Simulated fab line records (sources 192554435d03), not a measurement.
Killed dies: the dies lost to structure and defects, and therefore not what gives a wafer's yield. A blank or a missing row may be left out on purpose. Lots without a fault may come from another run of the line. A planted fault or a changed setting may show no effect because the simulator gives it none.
Matching of chambers	flow n5 finfet	pecvd-02 running N5_BEOL_M7_PECVD_70: 3 sister chambers
The step deposits SiO2 from TEOS/O2, target thk 20 nm, time 22.7 s. 16 wafers are shown with their chamber, then 8 later ones without.

## WAFERS PAIRED WITH THEIR CHAMBERS
wafer	chamber	throttle valve pct (%)	showerhead plenum p Torr (Torr)	heater power w (W)
L077.2	1	23.6	8.75	691
L077.3	1	24.2	8.76	712
L077.4	0	24.5	8.64	945
L079.1	0	24.4	8.65	789
L079.4	0	24.6	8.63	771
L079.6	2	20.7	8.83	586
L081.3	0	24.8	8.65	936
L081.5	1	23.7	8.78	652
L081.6	0	24.6	8.66	959
L085.3	0	24.7	8.63	884
L085.5	0	24.9	8.64	902
L085.6	1	24.0	8.76	711
L087.1	2	21.0	8.82	575
L087.2	1	24.0	8.74	667
L087.3	0	24.5	8.67	964
L089.1	0	24.6	8.66	908

SIGNATURES (means of the wafers above)
reading	chamber 0	chamber 1	chamber 2	scatter within a chamber
throttle valve pct	24.622	23.900	20.850	0.192
showerhead plenum p Torr	8.6478	8.7580	8.8250	0.0138
heater power w	895.33	686.60	580.50	57.4
Rule: distance of a wafer from a chamber = root of the sum over the readings of ((wafer's reading minus chamber's mean) / reading's scatter) squared. If the next closest chamber is less than 2 further off than the closest, the wafer can't be placed; otherwise it belongs to the closest. The scatter is the square root of a quotient: the sum, over the shown wafers, of each reading's squared deviation from its chamber's mean, divided by wafers minus chambers.

## WAFERS WITHOUT THEIR CHAMBER
wafer	throttle valve pct (%)	showerhead plenum p Torr (Torr)	heater power w (W)
L089.4	23.7	8.75	634
L089.6	24.8	8.65	906
L093.1	23.8	8.76	604
L093.5	20.6	8.83	594
L093.6	24.9	8.65	847
L096.1	24.5	8.65	957
L096.3	20.8	8.85	528
L096.6	24.8	8.63	957

## WHICH CHAMBER EACH WENT THROUGH
wafer	from the rows above	in truth
L089.4	1	1
L089.6	0	0
L093.1	1	1
L093.5	2	2
L093.6	0	0
L096.1	0	0
L096.3	2	2
L096.6	0	0
8 of 8 placed correctly. Can't be placed from these rows: 0. Placed wrongly: 0.
